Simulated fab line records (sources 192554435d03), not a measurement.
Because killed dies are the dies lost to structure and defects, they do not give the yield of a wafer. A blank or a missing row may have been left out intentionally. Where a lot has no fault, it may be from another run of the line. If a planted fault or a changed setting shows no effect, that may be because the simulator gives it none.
What tool caused it? :: flow n5 finfet :: 9 lots, 26 wafers sampled, at 5 steps of a route of 1938

## WHAT THE GAUGES SHOWED, per wafer
N5_BEOL_M4_RC_MEAS_101. Usual: DIBL_N 35.8 mV/V, standard deviation 1.8; DIBL_P 35.6 mV/V, standard deviation 2; IOFF_N 0.148 nA/um, standard deviation 0.028; IOFF_P 0.20 nA/um, standard deviation 0.034; ION_N 672 uA/um, standard deviation 12; ION_P 462 uA/um, standard deviation 8.5; SS_N 71.2 mV/dec, standard deviation 0.65; SS_P 73.1 mV/dec, standard deviation 0.67; VT_N 251 mV, standard deviation 3.3; VT_P -251 mV, standard deviation 3.8.
lot: L371
measured: day 8 02:58
on: prober-01
DIBL_N (mV/V): 37.7 36.9 36.8
DIBL_P (mV/V): 38.6 36.7 37.4
IOFF_N (nA/um): 0.156 0.151 0.145
IOFF_P (nA/um): 0.22 0.20 0.21
ION_N (uA/um): 647 672 674
ION_P (uA/um): 451 461 464
SS_N (mV/dec): 72.1 70.9 70.4
SS_P (mV/dec): 73.9 72.5 73.5
VT_N (mV): 252 252 250
VT_P (mV): -247 -248 -248
flag: 

lot: L374
measured: day 9 07:14
on: prober-01
DIBL_N (mV/V): 36.3 35.4 36.7
DIBL_P (mV/V): 37.7 38.2 37.9
IOFF_N (nA/um): 0.161 0.152 0.165
IOFF_P (nA/um): 0.19 0.20 0.19
ION_N (uA/um): 686 674 671
ION_P (uA/um): 464 463 461
SS_N (mV/dec): 71.5 71.5 71.0
SS_P (mV/dec): 72.9 72.6 73.1
VT_N (mV): 250 252 250
VT_P (mV): -256 -254 -256
flag: 

lot: L378
measured: day 9 12:13
on: prober-01
DIBL_N (mV/V): 33.9 36.2 36.4
DIBL_P (mV/V): 31.6 35.5 35.4
IOFF_N (nA/um): 0.107 0.157 0.153
IOFF_P (nA/um): 0.17 0.23 0.22
ION_N (uA/um): 652 682 667
ION_P (uA/um): 459 474 462
SS_N (mV/dec): 70.5 71.4 71.6
SS_P (mV/dec): 72.6 73.2 73.1
VT_N (mV): 255 250 250
VT_P (mV): -251 -246 -247
flag: 

lot: L384
measured: day 11 04:51
on: prober-01
DIBL_N (mV/V): 34.9 34.6 34.2
DIBL_P (mV/V): 35.3 34.7 35.1
IOFF_N (nA/um): 0.141 0.142 0.134
IOFF_P (nA/um): 0.21 0.21 0.21
ION_N (uA/um): 672 671 673
ION_P (uA/um): 466 473 463
SS_N (mV/dec): 71.2 70.9 70.0
SS_P (mV/dec): 72.7 72.8 72.3
VT_N (mV): 251 252 249
VT_P (mV): -248 -251 -251
flag: 

lot: L385
measured: day 11 22:36
on: prober-02
DIBL_N (mV/V): 35.7 34.3
DIBL_P (mV/V): 35.7 34.1
IOFF_N (nA/um): 0.171 0.139
IOFF_P (nA/um): 0.24 0.22
ION_N (uA/um): 688 684
ION_P (uA/um): 475 471
SS_N (mV/dec): 71.7 71.1
SS_P (mV/dec): 74.5 73.3
VT_N (mV): 247 252
VT_P (mV): -245 -244
flag: 

lot: L388
measured: day 12 03:19
on: prober-01
DIBL_N (mV/V): 38.5 35.8 35.6
DIBL_P (mV/V): 39.8 34.5 36.1
IOFF_N (nA/um): 0.191 0.137 0.146
IOFF_P (nA/um): 0.25 0.17 0.18
ION_N (uA/um): 679 663 683
ION_P (uA/um): 463 454 466
SS_N (mV/dec): 72.1 71.6 71.5
SS_P (mV/dec): 73.7 73.0 73.1
VT_N (mV): 248 252 251
VT_P (mV): -248 -252 -255
flag: 

lot: L391
measured: day 13 02:19
on: prober-01
DIBL_N (mV/V): 38.6 37.8 38.0
DIBL_P (mV/V): 41.2 39.5 39.9
IOFF_N (nA/um): 0.200 0.181 0.183
IOFF_P (nA/um): 0.27 0.24 0.25
ION_N (uA/um): 678 684 682
ION_P (uA/um): 464 462 472
SS_N (mV/dec): 72.5 71.2 72.0
SS_P (mV/dec): 74.2 73.9 74.1
VT_N (mV): 245 247 250
VT_P (mV): -247 -249 -247
flag: 

lot: L392
measured: day 13 18:52
on: prober-02
DIBL_N (mV/V): 35.8 38.4 35.3
DIBL_P (mV/V): 35.0 37.4 33.1
IOFF_N (nA/um): 0.147 0.197 0.138
IOFF_P (nA/um): 0.19 0.24 0.18
ION_N (uA/um): 677 691 682
ION_P (uA/um): 463 478 464
SS_N (mV/dec): 71.3 71.6 71.0
SS_P (mV/dec): 72.4 72.5 71.9
VT_N (mV): 250 246 254
VT_P (mV): -248 -247 -250
flag: 

lot: L393
measured: day 13 22:43
on: prober-02
DIBL_N (mV/V): 34.5 35.1 35.3
DIBL_P (mV/V): 34.1 35.6 35.2
IOFF_N (nA/um): 0.145 0.163 0.164
IOFF_P (nA/um): 0.19 0.21 0.21
ION_N (uA/um): 673 687 692
ION_P (uA/um): 471 470 469
SS_N (mV/dec): 70.7 70.5 70.9
SS_P (mV/dec): 72.4 72.9 72.9
VT_N (mV): 249 246 247
VT_P (mV): -249 -247 -247
flag: 

## WHICH TOOL RAN EACH LOT (tool, then ch and the chambers of the sampled wafers, then the start)
lot: L371
N5_GATE_CUT_ETCHBACK_30: rie metal-01 ch 0,1, day 4 19:43
N5_GATE_CUT_VAPOR_ETCH_60: rie metal-01 ch 0,1, day 4 19:44
N5_GATE_CUT_CMP_02: cmp-01 ch 2,3, day 4 22:37
N5_GATE_CUT_HM_OPEN_40: rie diel-04 ch 0,3, day 5 01:10

lot: L374
N5_GATE_CUT_ETCHBACK_30: rie metal-02 ch 0,1, day 5 10:12
N5_GATE_CUT_VAPOR_ETCH_60: rie metal-02 ch 0,1, day 5 10:14
N5_GATE_CUT_CMP_02: cmp-01 ch 0,1,2, day 5 13:05
N5_GATE_CUT_HM_OPEN_40: rie diel-01 ch 0,1,2, day 5 13:58

lot: L378
N5_GATE_CUT_ETCHBACK_30: rie metal-03 ch 0,1, day 6 09:50
N5_GATE_CUT_VAPOR_ETCH_60: rie metal-03 ch 0,1, day 6 09:52
N5_GATE_CUT_CMP_02: cmp-04 ch 0,2, day 6 12:31
N5_GATE_CUT_HM_OPEN_40: rie diel-01 ch 0,2,3, day 6 13:35

lot: L384
N5_GATE_CUT_ETCHBACK_30: rie metal-02 ch 0,1, day 7 21:27
N5_GATE_CUT_VAPOR_ETCH_60: rie metal-02 ch 0,1, day 7 21:29
N5_GATE_CUT_CMP_02: cmp-03 ch 0,1,3, day 8 00:43
N5_GATE_CUT_HM_OPEN_40: rie diel-01 ch 0,2, day 8 01:41

lot: L385
N5_GATE_CUT_ETCHBACK_30: rie metal-03 ch 0,1, day 8 05:57
N5_GATE_CUT_VAPOR_ETCH_60: rie metal-03 ch 0,1, day 8 05:59
N5_GATE_CUT_CMP_02: cmp-04 ch 1,2, day 8 08:45
N5_GATE_CUT_HM_OPEN_40: rie diel-01 ch 0,1, day 8 09:48

lot: L388
N5_GATE_CUT_ETCHBACK_30: rie metal-02 ch 0,1, day 8 21:25
N5_GATE_CUT_VAPOR_ETCH_60: rie metal-02 ch 0,1, day 8 21:27
N5_GATE_CUT_CMP_02: cmp-01 ch 0,2,3, day 9 00:06
N5_GATE_CUT_HM_OPEN_40: rie diel-02 ch 1,2, day 9 01:17

lot: L391
N5_GATE_CUT_ETCHBACK_30: rie metal-01 ch 0,1, day 9 14:00
N5_GATE_CUT_VAPOR_ETCH_60: rie metal-01 ch 0,1, day 9 14:02
N5_GATE_CUT_CMP_02: cmp-03 ch 2,3, day 9 16:40
N5_GATE_CUT_HM_OPEN_40: rie diel-02 ch 0,1,3, day 9 17:51

lot: L392
N5_GATE_CUT_ETCHBACK_30: rie metal-01 ch 0,1, day 9 21:28
N5_GATE_CUT_VAPOR_ETCH_60: rie metal-01 ch 0,1, day 9 21:30
N5_GATE_CUT_CMP_02: cmp-04 ch 1,2,3, day 10 00:09
N5_GATE_CUT_HM_OPEN_40: rie diel-02 ch 2,3, day 10 02:14

lot: L393
N5_GATE_CUT_ETCHBACK_30: rie metal-01 ch 0,1, day 10 01:29
N5_GATE_CUT_VAPOR_ETCH_60: rie metal-01 ch 0,1, day 10 01:31
N5_GATE_CUT_CMP_02: cmp-01 ch 0,3, day 10 04:11
N5_GATE_CUT_HM_OPEN_40: rie diel-04 ch 1,2, day 10 05:16
- N5_GATE_CUT_ETCHBACK_30: etches TiN in Cl2/Ar, target depth 3 nm.
- N5_GATE_CUT_VAPOR_ETCH_60: etches HfO2 in BCl3/Cl2.
- N5_GATE_CUT_CMP_02: polishes, stops on SiO2, t overpolish 12.7 s, target thk 0 nm.
- N5_GATE_CUT_HM_OPEN_40: chemistry C4F6/O2, target SiO2, target depth 139 nm, time 85.1 s.

## WHAT THE TOOLS THEMSELVES READ (means of the sampled wafers that have a number; where no wafer has one, the mark that the record gives instead)
N5_GATE_CUT_ETCHBACK_30. Usual: chamber pressure mTorr 9.999 mTorr, standard deviation 0.0082; drypump motor current A 5.6 A, standard deviation 0.34; oes product au 0.83 a.u., standard deviation 0.12; rf fwd power W 586.7 W, standard deviation 3; throttle valve pct 20.76 %, standard deviation 0.19.
lot: L371
tool: rie metal-01
chamber pressure mTorr (mTorr): 10.003
drypump motor current A (A): 5.3
oes product au (a.u.): 0.81
rf fwd power W (W): 588.8
throttle valve pct (%): 20.73
flag: 

lot: L374
tool: rie metal-02
chamber pressure mTorr (mTorr): 9.994
drypump motor current A (A): 5.6
oes product au (a.u.): 0.60
rf fwd power W (W): 585.4
throttle valve pct (%): 21.20
flag: 

lot: L378
tool: rie metal-03
chamber pressure mTorr (mTorr): 10.002
drypump motor current A (A): 5.7
oes product au (a.u.): 0.86
rf fwd power W (W): 585.9
throttle valve pct (%): 20.65
flag: 

lot: L384
tool: rie metal-02
chamber pressure mTorr (mTorr): 10.000
drypump motor current A (A): 5.6
oes product au (a.u.): 0.89
rf fwd power W (W): 589.5
throttle valve pct (%): 20.97
flag: 

lot: L385
tool: rie metal-03
chamber pressure mTorr (mTorr): 9.997
drypump motor current A (A): 5.7
oes product au (a.u.): 0.86
rf fwd power W (W): 584.7
throttle valve pct (%): 20.65
flag: 

lot: L388
tool: rie metal-02
chamber pressure mTorr (mTorr): 9.995
drypump motor current A (A): 5.6
oes product au (a.u.): 0.87
rf fwd power W (W): 587.7
throttle valve pct (%): 20.97
flag: 

lot: L391
tool: rie metal-01
chamber pressure mTorr (mTorr): 10.004
drypump motor current A (A): 5.4
oes product au (a.u.): 0.88
rf fwd power W (W): 584.2
throttle valve pct (%): 20.68
flag: 

lot: L392
tool: rie metal-01
chamber pressure mTorr (mTorr): 10.009
drypump motor current A (A): 5.4
oes product au (a.u.): 0.88
rf fwd power W (W): 585.2
throttle valve pct (%): 20.68
flag: 

lot: L393
tool: rie metal-01
chamber pressure mTorr (mTorr): 9.999
drypump motor current A (A): 5.3
oes product au (a.u.): 0.86
rf fwd power W (W): 586.3
throttle valve pct (%): 20.66
flag: 

N5_GATE_CUT_VAPOR_ETCH_60. Usual: drypump motor current A 5.6 A, standard deviation 0.34; oes product au 0.83 a.u., standard deviation 0.12.
lot: L371
tool: rie metal-01
drypump motor current A (A): 5.2
oes product au (a.u.): 0.80
flag: 

lot: L374
tool: rie metal-02
drypump motor current A (A): 5.6
oes product au (a.u.): 0.59
flag: 

lot: L378
tool: rie metal-03
drypump motor current A (A): 5.7
oes product au (a.u.): 0.87
flag: 

lot: L384
tool: rie metal-02
drypump motor current A (A): 5.6
oes product au (a.u.): 0.88
flag: 

lot: L385
tool: rie metal-03
drypump motor current A (A): 5.8
oes product au (a.u.): 0.87
flag: 

lot: L388
tool: rie metal-02
drypump motor current A (A): 5.6
oes product au (a.u.): 0.85
flag: 

lot: L391
tool: rie metal-01
drypump motor current A (A): 5.4
oes product au (a.u.): 0.88
flag: 

lot: L392
tool: rie metal-01
drypump motor current A (A): 5.4
oes product au (a.u.): 0.87
flag: 

lot: L393
tool: rie metal-01
drypump motor current A (A): 5.3
oes product au (a.u.): 0.85
flag: 

N5_GATE_CUT_CMP_02. Usual: motor current A 9.1 A, standard deviation 0.96; overpolish run s 12.701 s, standard deviation 0.0089; platen rpm 51.80 rpm, standard deviation 0.031; slurry filter dp kPa 13.49 kPa, standard deviation 0.14; time to endpoint s 24.9 s, standard deviation 2.8.
lot: L371
tool: cmp-01
motor current A (A): 10.1
overpolish run s (s): 12.703
platen rpm (rpm): 51.78
slurry filter dp kPa (kPa): 13.39
time to endpoint s (s): 24.8
flag: 

lot: L374
tool: cmp-01
motor current A (A): 8.9
overpolish run s (s): 12.700
platen rpm (rpm): 51.79
slurry filter dp kPa (kPa): 13.54
time to endpoint s (s): 24.0
flag: 

lot: L378
tool: cmp-04
motor current A (A): 8.9
overpolish run s (s): 12.700
platen rpm (rpm): 51.79
slurry filter dp kPa (kPa): 13.36
time to endpoint s (s): 23.7
flag: 

lot: L384
tool: cmp-03
motor current A (A): 8.3
overpolish run s (s): 12.704
platen rpm (rpm): 51.83
slurry filter dp kPa (kPa): 13.47
time to endpoint s (s): 30.2
flag: 

lot: L385
tool: cmp-04
motor current A (A): 8.9
overpolish run s (s): 12.705
platen rpm (rpm): 51.78
slurry filter dp kPa (kPa): 13.52
time to endpoint s (s): 23.9
flag: 

lot: L388
tool: cmp-01
motor current A (A): 9.2
overpolish run s (s): 12.707
platen rpm (rpm): 51.80
slurry filter dp kPa (kPa): 13.53
time to endpoint s (s): 24.1
flag: 

lot: L391
tool: cmp-03
motor current A (A): 8.6
overpolish run s (s): 12.706
platen rpm (rpm): 51.80
slurry filter dp kPa (kPa): 13.49
time to endpoint s (s): 22.9
flag: 

lot: L392
tool: cmp-04
motor current A (A): 9.6
overpolish run s (s): 12.705
platen rpm (rpm): 51.78
slurry filter dp kPa (kPa): 13.34
time to endpoint s (s): 23.7
flag: 

lot: L393
tool: cmp-01
motor current A (A): 10.2
overpolish run s (s): 12.688
platen rpm (rpm): 51.80
slurry filter dp kPa (kPa): 13.25
time to endpoint s (s): 24.9
flag: 

N5_GATE_CUT_HM_OPEN_40. Usual: chamber pressure mTorr 29.998 mTorr, standard deviation 0.025; drypump motor current A 5.5 A, standard deviation 0.44; etch rf on time s 93.7 s, standard deviation 2.2; oes product au 0.69 a.u., standard deviation 0.083; rf fwd power W 341.9 W, standard deviation 1.3; rf vpp V 660 V, standard deviation 12; showerhead plenum p Torr 2.88 Torr, standard deviation 0.084; throttle valve pct 20.92 %, standard deviation 0.18.
lot: L371
tool: rie diel-04
chamber pressure mTorr (mTorr): 30.015
drypump motor current A (A): 5.8
etch rf on time s (s): 96.1
oes product au (a.u.): 0.64
rf fwd power W (W): 341.9
rf vpp V (V): 663
showerhead plenum p Torr (Torr): 2.73
throttle valve pct (%): 21.10
flag: 

lot: L374
tool: rie diel-01
chamber pressure mTorr (mTorr): 30.011
drypump motor current A (A): 5.6
etch rf on time s (s): 94.0
oes product au (a.u.): 0.69
rf fwd power W (W): 342.0
rf vpp V (V): 666
showerhead plenum p Torr (Torr): 2.89
throttle valve pct (%): 20.92
flag: 

lot: L378
tool: rie diel-01
chamber pressure mTorr (mTorr): 29.996
drypump motor current A (A): 5.5
etch rf on time s (s): 91.6
oes product au (a.u.): 0.69
rf fwd power W (W): 342.0
rf vpp V (V): 655
showerhead plenum p Torr (Torr): 2.93
throttle valve pct (%): 20.94
flag: 

lot: L384
tool: rie diel-01
chamber pressure mTorr (mTorr): 30.026
drypump motor current A (A): 5.4
etch rf on time s (s): 86.0
oes product au (a.u.): 0.73
rf fwd power W (W): 342.0
rf vpp V (V): 657
showerhead plenum p Torr (Torr): 2.89
throttle valve pct (%): 21.05
flag: OFF

lot: L385
tool: rie diel-01
chamber pressure mTorr (mTorr): 30.006
drypump motor current A (A): 5.7
etch rf on time s (s): 81.4
oes product au (a.u.): 0.91
rf fwd power W (W): 340.9
rf vpp V (V): 671
showerhead plenum p Torr (Torr): 2.90
throttle valve pct (%): 20.66
flag: OFF

lot: L388
tool: rie diel-02
chamber pressure mTorr (mTorr): 30.019
drypump motor current A (A): 5.4
etch rf on time s (s): 94.5
oes product au (a.u.): 0.66
rf fwd power W (W): 342.4
rf vpp V (V): 664
showerhead plenum p Torr (Torr): 2.92
throttle valve pct (%): 21.05
flag: 

lot: L391
tool: rie diel-02
chamber pressure mTorr (mTorr): 29.992
drypump motor current A (A): 5.7
etch rf on time s (s): 94.6
oes product au (a.u.): 0.76
rf fwd power W (W): 342.4
rf vpp V (V): 651
showerhead plenum p Torr (Torr): 2.88
throttle valve pct (%): 20.83
flag: 

lot: L392
tool: rie diel-02
chamber pressure mTorr (mTorr): 29.982
drypump motor current A (A): 5.0
etch rf on time s (s): 93.3
oes product au (a.u.): 0.72
rf fwd power W (W): 342.0
rf vpp V (V): 664
showerhead plenum p Torr (Torr): 2.80
throttle valve pct (%): 20.95
flag: 

lot: L393
tool: rie diel-04
chamber pressure mTorr (mTorr): 30.008
drypump motor current A (A): 4.8
etch rf on time s (s): 89.2
oes product au (a.u.): 0.83
rf fwd power W (W): 342.6
rf vpp V (V): 664
showerhead plenum p Torr (Torr): 2.99
throttle valve pct (%): 20.76
flag: 

## THE ANSWER, worked out from the rows above alone
Rule: a lot is off if the mean of its wafers that have a number lies more than 3 standard deviations from the usual mean. Also off: a lot with no number at a reading for which 4 or more lots have one. The other lots that the step has rows for count as sound. The gauges are gone through in route order, then the tools' own readings, and for those a lot's mean is taken as printed above. The first step at which some lot is off is used, and at that step the reading that is off furthest; a lot without a number counts as furthest.
Off, at N5_GATE_CUT_HM_OPEN_40 on etch rf on time s: L384, L385.
If a tool, at that step or one of the process steps before it, ran each lot that is off and ran no sound lot following the first of them, it fits. One fits: N5_GATE_CUT_HM_OPEN_40 on rie diel-01. A fault onset in the window from L378 (day 6 13:35, its last sound lot) to L384 (day 8 01:41, its first lot off) fits.

## WHAT THE SIMULATOR PUT IN
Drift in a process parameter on rie diel-01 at N5_GATE_CUT_HM_OPEN_40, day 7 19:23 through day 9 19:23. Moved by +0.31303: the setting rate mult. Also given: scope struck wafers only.
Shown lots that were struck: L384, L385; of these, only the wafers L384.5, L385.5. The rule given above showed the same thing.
